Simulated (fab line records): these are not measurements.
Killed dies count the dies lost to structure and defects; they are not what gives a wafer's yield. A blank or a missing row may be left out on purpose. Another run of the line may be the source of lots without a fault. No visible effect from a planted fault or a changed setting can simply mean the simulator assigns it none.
fab line records / flow n5-finfet / part 2 of 2: steps 7 to 7 of 7
[record] lots = 8 wafers = 24 last-day = 18
route steps=1938 shown BEOL_M2@881 BEOL_M4@1111 PASSIVATION@1936
lots that met no fault: from a run of the same line without faults
start-h: hours from the record's first day to the start of the lot's first wafer shown / wait-h: hours from the lot's prior step to this one / " same as the row above / L1.1+2: a row that stands for several wafers / - value missing, or start not given / * or withheld: withheld / < > ~ a bound
route shown NAME@n: NAME is a module with steps in the file, n the number in the route of the first one / usual: the fault-free wafers' mean and standard deviation / same: alike in all rows / chamber/n: place in a boat / sites: per-site readings / _std_site: how widely they spread, as a standard deviation / _edge_site: mean of outer sites minus mean of inner sites / radius-mm: for every site, how far away it sits from the centre of the wafer / mask NAME#n: copy n / behind: the last tool/chamber to shape the wafer / hold: cause of the lot's hold/its duration in hours/its outcome / device: which transistor (n, p or np) failed to switch / end of line: the same wafers' tests at the end of the route / for a step that has no rows: nothing shown but its recipe / killed: not the wafer's yield, but the dies lost to structure and defects at the first sort / map: shows each die of a wafer: x if killed, . if not, _ if none is there
set.NAME: the run value of the setting; set.NAME@STEP: its run value at that earlier step / model.NAME: the simulator's own value behind a step, which no gauge read
steps of the route over a sample of lots; a table a step, a row a wafer
services: a tool's chamber out of use, with start hour (start-h, from the record's first day; less than 0 if before it), hours out, and reason
[[steps]]
[step N5_PASSIVATION_PROBE_49]
[usual] defect-limited-yield = 91.2/1.4 killed_at_M0_to_M3 = 34/9.4 killed_at_M4_up = 14/5.6 killed-at-contacts = 13/7.8 killed-at-front-end = 37/10 killed-at-other = 4/3.3 killed-dies = 103/17 killed-on-rim = 14/3.5 killed-open = 68/13 killed-short = 33/8.2 sort_bin_5_function = 5.1/0.92 sort_bin_6_memory = 3.3/0.71 sort-n-pass = 1077/17 sort-yield-pct = 91.2/1.4
[same] gross-dies = 1180 killed-at-back-side = 0 sort_bin_4_leakage[%] = 0 sort_bin_8_speed[%] = 0
lot.wafer=L998.1 tool=prober-01 chamber=- start-h=333.99 wait-h=0.0 defect-limited-yield[%]=93.6 killed_at_M0_to_M3=25 killed_at_M4_up=12 killed-at-contacts=8 killed-at-front-end=29 killed-at-other=1 killed-dies=75 killed-on-rim=16 killed-open=45 killed-short=26 sort_bin_5_function[%]=4.1 sort_bin_6_memory[%]=2.1 sort-n-pass=1105 sort-yield-pct[%]=93.6
lot.wafer=L998.3 tool=prober-01 chamber=- start-h=334.09 wait-h=0.1 defect-limited-yield[%]=90.1 killed_at_M0_to_M3=24 killed_at_M4_up=15 killed-at-contacts=24 killed-at-front-end=51 killed-at-other=3 killed-dies=117 killed-on-rim=15 killed-open=81 killed-short=28 sort_bin_5_function[%]=5.1 sort_bin_6_memory[%]=4.2 sort-n-pass=1063 sort-yield-pct[%]=90.1
lot.wafer=L998.6 tool=prober-01 chamber=- start-h=334.24 wait-h=0.3 defect-limited-yield[%]=89.8 killed_at_M0_to_M3=39 killed_at_M4_up=27 killed-at-contacts=19 killed-at-front-end=31 killed-at-other=4 killed-dies=120 killed-on-rim=17 killed-open=75 killed-short=37 sort_bin_5_function[%]=5.8 sort_bin_6_memory[%]=3.5 sort-n-pass=1060 sort-yield-pct[%]=89.8
lot.wafer=L101.1 tool=prober-02 chamber=- start-h=343.83 wait-h=0.0 defect-limited-yield[%]=91.3 killed_at_M0_to_M3=24 killed_at_M4_up=25 killed-at-contacts=16 killed-at-front-end=33 killed-at-other=5 killed-dies=103 killed-on-rim=11 killed-open=72 killed-short=31 sort_bin_5_function[%]=5.5 sort_bin_6_memory[%]=3.1 sort-n-pass=1077 sort-yield-pct[%]=91.3
lot.wafer=L101.4 tool=prober-02 chamber=- start-h=343.98 wait-h=0.2 defect-limited-yield[%]=91.1 killed_at_M0_to_M3=29 killed_at_M4_up=16 killed-at-contacts=15 killed-at-front-end=39 killed-at-other=6 killed-dies=105 killed-on-rim=12 killed-open=65 killed-short=39 sort_bin_5_function[%]=4.9 sort_bin_6_memory[%]=3.8 sort-n-pass=1075 sort-yield-pct[%]=91.1
lot.wafer=L101.6 tool=prober-02 chamber=- start-h=344.08 wait-h=0.3 defect-limited-yield[%]=92.7 killed_at_M0_to_M3=32 killed_at_M4_up=11 killed-at-contacts=3 killed-at-front-end=36 killed-at-other=4 killed-dies=86 killed-on-rim=12 killed-open=53 killed-short=32 sort_bin_5_function[%]=4.4 sort_bin_6_memory[%]=2.4 sort-n-pass=1094 sort-yield-pct[%]=92.7
lot.wafer=L104.3 tool=prober-02 chamber=- start-h=372.64 wait-h=0.1 defect-limited-yield[%]=91.0 killed_at_M0_to_M3=54 killed_at_M4_up=10 killed-at-contacts=16 killed-at-front-end=25 killed-at-other=1 killed-dies=106 killed-on-rim=19 killed-open=68 killed-short=33 sort_bin_5_function[%]=5.3 sort_bin_6_memory[%]=3.1 sort-n-pass=1074 sort-yield-pct[%]=91.0
lot.wafer=L104.4 tool=prober-02 chamber=- start-h=372.69 wait-h=0.2 defect-limited-yield[%]=92.3 killed_at_M0_to_M3=36 killed_at_M4_up=10 killed-at-contacts=10 killed-at-front-end=34 killed-at-other=1 killed-dies=91 killed-on-rim=10 killed-open=60 killed-short=30 sort_bin_5_function[%]=4.5 sort_bin_6_memory[%]=3.1 sort-n-pass=1089 sort-yield-pct[%]=92.3
lot.wafer=L104.6 tool=prober-02 chamber=- start-h=372.79 wait-h=0.3 defect-limited-yield[%]=93.1 killed_at_M0_to_M3=34 killed_at_M4_up=12 killed-at-contacts=13 killed-at-front-end=20 killed-at-other=3 killed-dies=82 killed-on-rim=17 killed-open=60 killed-short=20 sort_bin_5_function[%]=4.1 sort_bin_6_memory[%]=2.6 sort-n-pass=1098 sort-yield-pct[%]=93.1
lot.wafer=L111.1 tool=prober-01 chamber=- start-h=407.89 wait-h=0.0 defect-limited-yield[%]=0 killed_at_M0_to_M3=1090 killed_at_M4_up=12 killed-at-contacts=25 killed-at-front-end=49 killed-at-other=4 killed-dies=1180 killed-on-rim=152 killed-open=72 killed-short=61 sort_bin_5_function[%]=95.3 sort_bin_6_memory[%]=4.2 sort-n-pass=0 sort-yield-pct[%]=0
lot.wafer=L111.4 tool=prober-01 chamber=- start-h=408.04 wait-h=0.2 defect-limited-yield[%]=0 killed_at_M0_to_M3=1094 killed_at_M4_up=22 killed-at-contacts=19 killed-at-front-end=37 killed-at-other=8 killed-dies=1180 killed-on-rim=152 killed-open=86 killed-short=34 sort_bin_5_function[%]=95.3 sort_bin_6_memory[%]=4.3 sort-n-pass=0 sort-yield-pct[%]=0
lot.wafer=L111.6 tool=prober-01 chamber=- start-h=408.14 wait-h=0.3 defect-limited-yield[%]=0 killed_at_M0_to_M3=1057 killed_at_M4_up=12 killed-at-contacts=25 killed-at-front-end=76 killed-at-other=10 killed-dies=1180 killed-on-rim=152 killed-open=107 killed-short=52 sort_bin_5_function[%]=93.6 sort_bin_6_memory[%]=5.8 sort-n-pass=0 sort-yield-pct[%]=0
lot.wafer=L112.2 tool=prober-02 chamber=- start-h=412.89 wait-h=0.1 defect-limited-yield[%]=91.3 killed_at_M0_to_M3=32 killed_at_M4_up=20 killed-at-contacts=20 killed-at-front-end=27 killed-at-other=4 killed-dies=103 killed-on-rim=11 killed-open=73 killed-short=29 sort_bin_5_function[%]=5.0 sort_bin_6_memory[%]=3.6 sort-n-pass=1077 sort-yield-pct[%]=91.3
lot.wafer=L112.3 tool=prober-02 chamber=- start-h=412.94 wait-h=0.1 defect-limited-yield[%]=88.6 killed_at_M0_to_M3=50 killed_at_M4_up=11 killed-at-contacts=19 killed-at-front-end=48 killed-at-other=7 killed-dies=135 killed-on-rim=15 killed-open=89 killed-short=46 sort_bin_5_function[%]=6.6 sort_bin_6_memory[%]=4.3 sort-n-pass=1045 sort-yield-pct[%]=88.6
lot.wafer=L112.6 tool=prober-02 chamber=- start-h=413.09 wait-h=0.3 defect-limited-yield[%]=91.7 killed_at_M0_to_M3=26 killed_at_M4_up=17 killed-at-contacts=10 killed-at-front-end=44 killed-at-other=1 killed-dies=98 killed-on-rim=11 killed-open=60 killed-short=35 sort_bin_5_function[%]=5.1 sort_bin_6_memory[%]=2.5 sort-n-pass=1082 sort-yield-pct[%]=91.7
lot.wafer=L110.1 tool=prober-02 chamber=- start-h=416.83 wait-h=0.0 defect-limited-yield[%]=0 killed_at_M0_to_M3=1127 killed_at_M4_up=13 killed-at-contacts=3 killed-at-front-end=28 killed-at-other=9 killed-dies=1180 killed-on-rim=152 killed-open=51 killed-short=29 sort_bin_5_function[%]=97.2 sort_bin_6_memory[%]=2.5 sort-n-pass=0 sort-yield-pct[%]=0
lot.wafer=L110.3 tool=prober-02 chamber=- start-h=416.93 wait-h=0.1 defect-limited-yield[%]=0 killed_at_M0_to_M3=1120 killed_at_M4_up=14 killed-at-contacts=13 killed-at-front-end=30 killed-at-other=3 killed-dies=1180 killed-on-rim=152 killed-open=56 killed-short=24 sort_bin_5_function[%]=97.0 sort_bin_6_memory[%]=2.5 sort-n-pass=0 sort-yield-pct[%]=0
lot.wafer=L110.6 tool=prober-02 chamber=- start-h=417.08 wait-h=0.3 defect-limited-yield[%]=0 killed_at_M0_to_M3=1122 killed_at_M4_up=16 killed-at-contacts=13 killed-at-front-end=24 killed-at-other=5 killed-dies=1180 killed-on-rim=152 killed-open=60 killed-short=26 sort_bin_5_function[%]=96.1 sort_bin_6_memory[%]=3.2 sort-n-pass=0 sort-yield-pct[%]=0
lot.wafer=L108.3 tool=prober-02 chamber=- start-h=418.77 wait-h=0.1 defect-limited-yield[%]=0 killed_at_M0_to_M3=1139 killed_at_M4_up=7 killed-at-contacts=4 killed-at-front-end=26 killed-at-other=4 killed-dies=1180 killed-on-rim=152 killed-open=48 killed-short=22 sort_bin_5_function[%]=97.3 sort_bin_6_memory[%]=2.6 sort-n-pass=0 sort-yield-pct[%]=0
lot.wafer=L108.5 tool=prober-02 chamber=- start-h=418.87 wait-h=0.2 defect-limited-yield[%]=0 killed_at_M0_to_M3=1116 killed_at_M4_up=10 killed-at-contacts=5 killed-at-front-end=40 killed-at-other=9 killed-dies=1180 killed-on-rim=152 killed-open=68 killed-short=25 sort_bin_5_function[%]=96.4 sort_bin_6_memory[%]=3.5 sort-n-pass=0 sort-yield-pct[%]=0
lot.wafer=L108.6 tool=prober-02 chamber=- start-h=418.92 wait-h=0.3 defect-limited-yield[%]=0 killed_at_M0_to_M3=1128 killed_at_M4_up=3 killed-at-contacts=14 killed-at-front-end=33 killed-at-other=2 killed-dies=1180 killed-on-rim=152 killed-open=67 killed-short=25 sort_bin_5_function[%]=96.8 sort_bin_6_memory[%]=2.7 sort-n-pass=0 sort-yield-pct[%]=0
lot.wafer=L114.3 tool=prober-01 chamber=- start-h=435.06 wait-h=0.1 defect-limited-yield[%]=91.0 killed_at_M0_to_M3=25 killed_at_M4_up=25 killed-at-contacts=13 killed-at-front-end=33 killed-at-other=10 killed-dies=106 killed-on-rim=11 killed-open=79 killed-short=26 sort_bin_5_function[%]=5.1 sort_bin_6_memory[%]=3.8 sort-n-pass=1074 sort-yield-pct[%]=91.0
lot.wafer=L114.5 tool=prober-01 chamber=- start-h=435.16 wait-h=0.2 defect-limited-yield[%]=91.4 killed_at_M0_to_M3=38 killed_at_M4_up=14 killed-at-contacts=18 killed-at-front-end=29 killed-at-other=2 killed-dies=101 killed-on-rim=10 killed-open=74 killed-short=24 sort_bin_5_function[%]=4.7 sort_bin_6_memory[%]=3.5 sort-n-pass=1079 sort-yield-pct[%]=91.4
lot.wafer=L114.6 tool=prober-01 chamber=- start-h=435.21 wait-h=0.3 defect-limited-yield[%]=92.0 killed_at_M0_to_M3=26 killed_at_M4_up=17 killed-at-contacts=20 killed-at-front-end=30 killed-at-other=1 killed-dies=94 killed-on-rim=14 killed-open=73 killed-short=20 sort_bin_5_function[%]=4.3 sort_bin_6_memory[%]=3.3 sort-n-pass=1086 sort-yield-pct[%]=92.0
// killed by level:class
L998.1 GATE_CUT:geometric-particle:open=7 MOL_CONTACT_COAG:geometric-particle:open=6 FIN_SAQP:geometric-particle:open=5 BEOL_M1:geometric-particle:open=5 BEOL_M3:geometric-particle:open=5 BEOL_M4:geometric-particle:open=5 BEOL_M0_SAQP:geometric-particle:short=4 STARTING-WAFER:geometric-particle:short=4
L998.3 MOL_CONTACT_COAG:geometric-particle:open=21 FIN_SAQP:geometric-particle:open=15 GATE_CUT:geometric-particle:short=8 BEOL_M0_SAQP:geometric-particle:open=7 BEOL_M3:geometric-particle:open=6 STI_FIN_REVEAL:geometric-particle:open=5 HKMG_FIN:area-etch=5 STARTING-WAFER:geometric-particle:open=4
L998.6 MOL_CONTACT_COAG:geometric-particle:open=17 BEOL_M3:geometric-particle:open=9 BEOL_M0_SAQP:geometric-particle:open=8 BEOL_M4:geometric-particle:short=7 BEOL_M4:geometric-particle:open=6 DUMMY_GATE:geometric-particle:open=6 HKMG_FIN:area-etch=6 FIN_SAQP:geometric-particle:open=5
L101.1 MOL_CONTACT_COAG:geometric-particle:open=15 BEOL_M0_SAQP:geometric-particle:short=8 STI_FIN_REVEAL:geometric-particle:open=7 FIN_SAQP:geometric-particle:short=6 BEOL_M5:geometric-particle:open=6 GATE_CUT:geometric-particle:short=5 BEOL_M0_SAQP:geometric-particle:open=5 BEOL_M7:geometric-particle:open=5
L101.4 BEOL_M0_SAQP:geometric-particle:open=14 MOL_CONTACT_COAG:geometric-particle:open=9 FIN_SAQP:geometric-particle:short=7 STI_FIN_REVEAL:geometric-particle:open=7 BEOL_M2:geometric-particle:open=7 MOL_CONTACT_COAG:geometric-particle:short=6 BEOL_M4:geometric-particle:open=6 FIN_SAQP:geometric-particle:open=5
L101.6 BEOL_M0_SAQP:geometric-particle:short=11 STI_FIN_REVEAL:geometric-particle:open=10 BEOL_M0_SAQP:geometric-particle:open=7 GATE_CUT:geometric-particle:short=6 FIN_SAQP:geometric-particle:open=5 BEOL_M1:geometric-particle:open=5 BEOL_M2:geometric-particle:open=4 BEOL_M4:geometric-particle:open=4
L104.3 BEOL_M3:geometric-particle:open=18 BEOL_M0_SAQP:geometric-particle:short=17 MOL_CONTACT_COAG:geometric-particle:open=15 BEOL_M0_SAQP:geometric-particle:open=6 GATE_CUT:geometric-particle:short=5 GATE_CUT:geometric-particle:open=4 BEOL_M3:geometric-particle:short=4 BEOL_M6:geometric-particle:open=4
L104.4 MOL_CONTACT_COAG:geometric-particle:open=8 BEOL_M3:geometric-particle:open=8 BEOL_M0_SAQP:geometric-particle:short=7 BEOL_M0_SAQP:geometric-particle:open=6 STI_FIN_REVEAL:geometric-particle:open=5 STARTING-WAFER:geometric-particle:open=5 GATE_CUT:geometric-particle:open=4 BEOL_M2:geometric-particle:open=4
L104.6 MOL_CONTACT_COAG:geometric-particle:open=12 BEOL_M0_SAQP:geometric-particle:open=9 BEOL_M3:geometric-particle:open=8 FIN_SAQP:geometric-particle:open=5 BEOL_M2:geometric-particle:open=5 BEOL_M1:geometric-particle:open=4 BEOL_M6:geometric-particle:open=4 ILD0:geometric-particle:short=3
L111.1 BEOL_M2:area-etch=1047 FIN_SAQP:geometric-particle:short=21 BEOL_M0_SAQP:geometric-particle:short=16 MOL_CONTACT_COAG:geometric-particle:open=16 BEOL_M0_SAQP:geometric-particle:open=13 MOL_CONTACT_COAG:geometric-particle:short=9 STI_FIN_REVEAL:geometric-particle:open=8 BEOL_M3:geometric-particle:open=5
L111.4 BEOL_M2:area-etch=1059 MOL_CONTACT_COAG:geometric-particle:open=16 FIN_SAQP:geometric-particle:open=11 BEOL_M0_SAQP:geometric-particle:open=7 BEOL_M2:geometric-particle:open=7 BEOL_M0_SAQP:geometric-particle:short=6 BEOL_M4:geometric-particle:open=6 FIN_SAQP:geometric-particle:short=5
L111.6 BEOL_M2:area-etch=1020 MOL_CONTACT_COAG:geometric-particle:open=19 FIN_SAQP:geometric-particle:open=18 STI_FIN_REVEAL:geometric-particle:open=16 FIN_SAQP:geometric-particle:short=15 BEOL_M0_SAQP:geometric-particle:open=10 BEOL_M0_SAQP:geometric-particle:short=10 DUMMY_GATE:geometric-particle:open=7
L112.2 MOL_CONTACT_COAG:geometric-particle:open=17 BEOL_M4:geometric-particle:open=12 BEOL_M3:geometric-particle:open=11 BEOL_M0_SAQP:geometric-particle:short=7 STI_FIN_REVEAL:geometric-particle:open=6 BEOL_M0_SAQP:geometric-particle:open=5 ILD0:geometric-particle:open=4 BEOL_M2:geometric-particle:short=4
L112.3 FIN_SAQP:geometric-particle:open=19 MOL_CONTACT_COAG:geometric-particle:open=15 FIN_SAQP:geometric-particle:short=14 BEOL_M0_SAQP:geometric-particle:short=14 BEOL_M0_SAQP:geometric-particle:open=12 BEOL_M3:geometric-particle:open=11 BEOL_M4:geometric-particle:open=8 PASS1_CAP:geometric-particle:open=5
L112.6 BEOL_M0_SAQP:geometric-particle:open=13 GATE_CUT:geometric-particle:short=10 BEOL_M4:geometric-particle:open=10 MOL_CONTACT_COAG:geometric-particle:open=8 FIN_SAQP:geometric-particle:short=7 FIN_SAQP:geometric-particle:open=5 STI_FIN_REVEAL:geometric-particle:open=4 BEOL_M3:geometric-particle:open=4
L110.1 BEOL_M2:area-etch=1097 BEOL_M0_SAQP:geometric-particle:open=9 BEOL_M0_SAQP:geometric-particle:short=8 STI_FIN_REVEAL:geometric-particle:open=6 BEOL_M4:geometric-particle:open=6 FIN_SAQP:geometric-particle:open=4 BEOL_M1:geometric-particle:open=4 BEOL_M3:geometric-particle:open=4
L110.3 BEOL_M2:area-etch=1098 MOL_CONTACT_COAG:geometric-particle:open=9 FIN_SAQP:geometric-particle:short=8 STI_FIN_REVEAL:geometric-particle:open=7 FIN_SAQP:geometric-particle:open=5 BEOL_M3:geometric-particle:open=5 BEOL_M0_SAQP:geometric-particle:open=5 BEOL_M4:geometric-particle:open=5
L110.6 BEOL_M2:area-etch=1090 MOL_CONTACT_COAG:geometric-particle:open=10 BEOL_M0_SAQP:geometric-particle:open=8 BEOL_M3:geometric-particle:open=8 BEOL_M2:geometric-particle:open=7 FIN_SAQP:geometric-particle:open=6 FIN_SAQP:geometric-particle:short=5 BEOL_M4:geometric-particle:open=5
L108.3 BEOL_M2:area-etch=1110 BEOL_M3:geometric-particle:open=8 STI_FIN_REVEAL:geometric-particle:open=6 BEOL_M0_SAQP:geometric-particle:open=6 BEOL_M1:geometric-particle:open=6 FIN_SAQP:geometric-particle:short=4 FIN_SAQP:geometric-particle:open=3 STI_FIN_REVEAL:geometric-particle:short=3
L108.5 BEOL_M2:area-etch=1086 BEOL_M3:geometric-particle:open=9 STI_FIN_REVEAL:geometric-particle:open=8 BEOL_M4:geometric-particle:open=8 FIN_SAQP:geometric-particle:open=6 BEOL_M1:geometric-particle:open=6 GATE_CUT:geometric-particle:short=5 MOL_CONTACT_COAG:geometric-particle:open=5
L108.6 BEOL_M2:area-etch=1087 BEOL_M3:geometric-particle:open=13 MOL_CONTACT_COAG:geometric-particle:open=12 STI_FIN_REVEAL:geometric-particle:open=9 DUMMY_GATE:geometric-particle:open=6 BEOL_M0_SAQP:geometric-particle:short=6 BEOL_M1:geometric-particle:open=6 BEOL_M0_SAQP:geometric-particle:open=4
L114.3 MOL_CONTACT_COAG:geometric-particle:open=13 BEOL_M4:geometric-particle:open=8 BEOL_M3:geometric-particle:open=8 BEOL_M6:geometric-particle:open=8 FIN_SAQP:geometric-particle:open=6 BEOL_M2:geometric-particle:open=6 FIN_SAQP:geometric-particle:short=5 BEOL_M1:geometric-particle:open=5
L114.5 MOL_CONTACT_COAG:geometric-particle:open=16 BEOL_M2:geometric-particle:open=12 BEOL_M1:geometric-particle:open=11 STI_FIN_REVEAL:geometric-particle:open=7 FIN_SAQP:geometric-particle:open=6 BEOL_M4:geometric-particle:open=6 BEOL_M0_SAQP:geometric-particle:short=5 BEOL_M4:geometric-particle:short=4
L114.6 MOL_CONTACT_COAG:geometric-particle:open=18 FIN_SAQP:geometric-particle:open=11 BEOL_M4:geometric-particle:open=10 BEOL_M2:geometric-particle:open=10 STARTING-WAFER:geometric-particle:open=4 BEOL_M1:geometric-particle:open=4 DUMMY_GATE:geometric-particle:open=3 SPACER0:geometric-particle:short=3
[[services]]
tool=rie-diel-04 chamber=2 start-h=142.43 hours=9.2 kind=repair
tool=rie-diel-04 chamber=3 start-h=166.11 hours=2.1 kind=repair
tool=rie-diel-06 chamber=- start-h=202.66 hours=1.0 kind=repair
tool=rie-diel-06 chamber=2 start-h=215.81 hours=- kind=clean
tool=rie-diel-06 chamber=2 start-h=215.81 hours=- kind=consumable-replace:focus-ring
tool=rie-diel-06 chamber=2 start-h=215.81 hours=15.1 kind=scheduled-down
tool=rie-diel-06 chamber=2 start-h=215.81 hours=15.1 kind=vent-cycle
tool=rie-diel-03 chamber=1 start-h=265.87 hours=8.3 kind=repair
[[key]]
[first-sign] step = N5_BEOL_M2_ETCH_70 reading = tool-record direction = missing
[effect] step = N5_BEOL_M2_VIA_ETCH_34 reading = oes-product-au direction = down sigmas = 5.5 usual = 0.79 struck = 0.30
[effect] step = N5_PASSIVATION_PROBE_49 reading = killed_at_M0_to_M3 direction = up sigmas = 99+ usual = 34 struck = 1110
[more-kills-born-at] N5_BEOL_M2_ETCH_70@rie-diel-04 = 3285 N5_BEOL_M2_ETCH_70@rie-diel-06 = 3283 N5_BEOL_M2_ETCH_70@rie-diel-03 = 3126
met-at N5_BEOL_M2_ETCH_70
struck-lots L108,L110,L111
later-rows-left-out L108.3,L108.5,L108.6,L110.1,L110.3,L110.6,L111.1,L111.4,L111.6
not-acting-at N5_BEOL_M2_ETCH_69,N5_BEOL_M2_ETCH_41,N5_BEOL_M2_STRIP_97
onset-between 223.28 251.29
[fault] kind = skipped-step-whole tool = rie-diel-03,rie-diel-04,rie-diel-06 chamber = - onset-h = 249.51 steps = N5_BEOL_M2_ETCH_70 scope = struck-lots-only
// later-rows-left-out: the simulator's readings of these wafers behind a module that went badly wrong aren't trusted and aren't shown, but for the sort
